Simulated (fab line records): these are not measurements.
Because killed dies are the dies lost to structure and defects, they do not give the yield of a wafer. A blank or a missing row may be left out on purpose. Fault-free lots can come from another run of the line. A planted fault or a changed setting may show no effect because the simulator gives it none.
One fault through the eyes of 3 desks ; flow nand-harc ; each desk has only its own numbers; what lay behind them comes last

DESK OF THE TOOL OWNER: wet-bench-09
The tool's own readings at NHARC_P_GATE_PRECLEAN_71 (cleans in SC1): means of the sampled wafers that have a number, for each lot that ran on this tool. Marked OUT: a lot whose mean sits more than 4 standard deviations from the usual mean, which makes it out of limits; the brackets give that distance.
Columns: A = bath-guard-temp-C at NHARC_P_GATE_PRECLEAN_71, usual 50.2 C
lot;first seen here;A
L941;day 7 07:07;50.5
L946;day 9 13:13;50.0
L949;day 10 16:34;50.2
L950;day 11 06:25;50.0
L956;day 13 11:07;50.1
This desk's finding: nothing out of limits on any of the 5 lots.

THE DEFECT DESK
Lot by lot, what the route's inspections counted, given as the mean of those sampled wafers with a number. Marked OUT: a lot whose mean sits more than 4 standard deviations from the usual mean, which makes it out of limits; the brackets give that distance.
Columns: A = raw-defect-count at NHARC_P_STI_INSPECT_11, usual 5.0
lot;first seen here;A
L936;day 3 19:33;3.7
L937;day 4 03:30;4.0
L938;day 4 11:37;7.0
L941;day 5 18:06;4.7
L942;day 6 04:10;4.0
L944;day 7 01:35;6.3
L945;day 7 10:37;6.3
L946;day 7 22:47;3.3
L948;day 8 15:20;6.3
L949;day 9 02:48;3.0
L950;day 9 13:11;5.0
L956;day 11 22:09;4.3
L957;day 12 09:19;4.0
This desk's finding: nothing out of limits on any of the 13 lots.

METROLOGY DESK
Lot by lot, what the gauges showed, no matter which tool ran the lot: averages of those sampled wafers that carry a number. Marked OUT: a lot whose mean sits more than 4 standard deviations from the usual mean, which makes it out of limits; the brackets give that distance.
Columns: A = overlay-x-nm at NHARC_P_STI_OVL_MEAS_10, usual 0 nm; B = overlay-y-nm at NHARC_P_STI_OVL_MEAS_10, usual 0 nm
lot;first seen here;A;B
L936;day 3 19:31;2;9
L937;day 4 03:28;1;10
L938;day 4 11:34;-7;-1
L941;day 5 18:04;2;7
L942;day 6 04:08;-3;0
L944;day 7 01:34;6;-6
L945;day 7 10:34;-7;4
L946;day 7 22:44;-0;-10
L948;day 8 15:17;4;-5
L949;day 9 02:46;0;3
L950;day 9 13:08;-1;-3
L956;day 11 22:07;15;-2
L957;day 12 09:16;-3;8
This desk's finding: nothing out of limits on any of the 13 lots.

PUT TOGETHER
Nothing out of limits was seen by the tool owner's desk.
Nothing out of limits was seen by the defect desk.
Nothing out of limits was seen by the metrology desk.

WHAT WAS PUT IN BY THE SIMULATOR
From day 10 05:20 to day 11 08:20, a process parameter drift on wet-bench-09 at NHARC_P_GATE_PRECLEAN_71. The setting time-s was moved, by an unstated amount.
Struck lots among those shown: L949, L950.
